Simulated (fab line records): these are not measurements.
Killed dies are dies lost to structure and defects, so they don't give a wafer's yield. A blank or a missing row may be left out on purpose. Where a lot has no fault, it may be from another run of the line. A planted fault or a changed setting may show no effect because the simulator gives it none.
Split-lot study	flow n5_finfet	route with 1938 steps; 7 lots, 21 wafers read

## ON THE SPLIT
At N5_BEOL_M11_TRENCH_ETCH_37 (etches SiCOH lowk in C4F6/O2, target depth 148.83 nm, time 48 s), the setting time_s was moved away from the recipe's 48 s on 4 of the 21 wafers read, by -6.9% to +17.7%. This setting was run at the recipe's value on the other wafers.

## FROM THE SPLIT TO THE READING: what the file shows between them, 11 steps
- N5_BEOL_M11_ETCH_41: etches SiCN in CH3F/O2, target depth 42.6 nm, time 86 s
- N5_BEOL_M11_STRIP_77: strips in N2/H2, time 10 s
- N5_BEOL_M11_OCD_MEAS_38
- N5_BEOL_M11_HM_STRIP_39: strips TiN in peroxide tin strip, target depth 25 nm, time 158 s
- N5_BEOL_M11_SRD_40: time 30 s
- N5_BEOL_M11_ECD_50: material Cu, target thk 318 nm
- N5_BEOL_M11_ANNEAL_51: time 90 s
- N5_BEOL_M11_CMP_52: polishes, stops on SiCOH lowk, t overpolish 7 s, target thk 140 nm
- N5_BEOL_M11_THK_MEAS_53: measures by xrf
- N5_BEOL_M11_PRE_CLEAN_55: time 15 s
- N5_BEOL_M11_DEP_56: deposits SiCN from 3MS/NH3, target thk 30 nm, time 10.5 s

## THE READING
M11_RS (ohm/sq), read at N5_BEOL_M11_RS_MEAS_57 with a four-point probe. A value of 0.153 ohm/sq with a standard deviation of 0.0048 ohm/sq is what fault-free wafers of this fab line usually give.

wafer	tool, chamber at the split	time_s as run, s	against the recipe	M11_RS, ohm/sq	against lot-mates on the recipe
L075.1	rie_diel-04, 2	48	recipe	0.149	-
L075.2	rie_diel-04, 3	48	recipe	0.155	-
L075.3	rie_diel-04, 0	48	recipe	0.154	-
L076.2	rie_diel-03, 0	48	recipe	0.146	-
L076.3	rie_diel-03, 2	48	recipe	0.145	-
L076.6	rie_diel-03, 3	48	recipe	0.158	-
L077.1	rie_diel-04, 1	48	recipe	0.158	-
L077.5	rie_diel-04, 1	48	recipe	0.158	-
L077.6	rie_diel-04, 0	56.44	+17.6%	0.127	-0.031
L081.4	rie_diel-04, 2	44.69	-6.9%	0.157	+0.005
L081.5	rie_diel-04, 3	48	recipe	0.151	-
L081.6	rie_diel-04, 0	48	recipe	0.153	-
L080.1	rie_diel-03, 1	48	recipe	0.159	-
L080.3	rie_diel-03, 3	48	recipe	0.155	-
L080.6	rie_diel-03, 2	48	recipe	0.148	-
L084.1	rie_diel-03, 3	48	recipe	0.151	-
L084.5	rie_diel-03, 2	48	recipe	0.147	-
L084.6	rie_diel-03, 3	48	recipe	0.155	-
L092.2	rie_diel-04, 2	56.48	+17.7%	0.120	-0.032
L092.3	rie_diel-04, 3	48	recipe	0.152	-
L092.4	rie_diel-04, 1	56.48	+17.7%	0.130	-0.022

THE FIT
A straight line over all 21 wafers: M11_RS changes by -0.00146 ohm/sq for each +1% of time_s; r = -0.91; the points scatter about the line by 0.0046 ohm/sq.
The same after taking each lot's own level away (the mean of its wafers on the recipe; 21 wafers): -0.00154 ohm/sq for each +1%; r = -0.93; scatter 0.0041 ohm/sq.
The reading moves by 0.027 ohm/sq for the largest change in time_s, on that fit.
The lots' own levels span 0.1497 to 0.1580 ohm/sq, that is 1.7 times the standard deviation above.
The two slopes are in agreement: the lot-to-lot level therefore moves the slope only a little.
Check: -0.0257 ohm/sq against its lot-mates is what the line predicts for one of the wafers moved furthest among these (+17.7%) when that wafer is left out of the fit. It came out at -0.032 ohm/sq against them.

## ADDITIONAL SPLITS CARRIED BY THESE WAFERS
Note: prior to the reading, these wafers also went through further splits. Each is held against what the fit with the lots' levels taken away leaves over:
other split on the same wafers	wafers away from the commonest value	r with M11_RS (lot level and that fit taken away)
N5_BEOL_M10_PEB_26 peb_time_s	9	+0.27
N5_BEOL_M10_VIA_ETCH_34 time_s	9	+0.02
N5_BEOL_M10_TRENCH_ETCH_37 time_s	6	-0.17
N5_BEOL_M11_VIA_ETCH_34 source_w	8	-0.33

## THE WHOLE CHAIN: every reading that the file lists as answering this split, in the file's order
step	what it does	reading	change (the file's fit)	r (the file's)
N5_BEOL_M11_TRENCH_ETCH_37	etches SiCOH lowk in C4F6/O2, target depth 148.83 nm, time 48 s	BEOL_M11.feature_depth_nm (the simulator's own value, which no gauge read)	+1.5 nm for each +1% of the setting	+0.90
N5_BEOL_M11_TRENCH_ETCH_37	etches SiCOH lowk in C4F6/O2, target depth 148.83 nm, time 48 s	etch.depth_nm (the simulator's own value, which no gauge read)	+1.49 nm for each +1% of the setting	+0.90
N5_BEOL_M11_OCD_MEAS_38		trench_depth_nm	+1.51 nm for each +1% of the setting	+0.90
N5_BEOL_M11_CMP_52	polishes, stops on SiCOH lowk, t overpolish 7 s, target thk 140 nm	Cu_of_BEOL_M11_ECD_50.thk_nm (the simulator's own value, which no gauge read)	+1.56 nm for each +1% of the setting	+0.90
N5_BEOL_M11_THK_MEAS_53	measures by xrf	M11_THK	+1.57 for each +1% of the setting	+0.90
N5_BEOL_M11_RS_MEAS_57	measures by four-point-probe	M11_RS	-0.00159 for each +1% of the setting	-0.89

## THE FILE'S OWN FIT
M11_RS changes by -0.00159 ohm/sq for each +1% of time_s, r = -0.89.
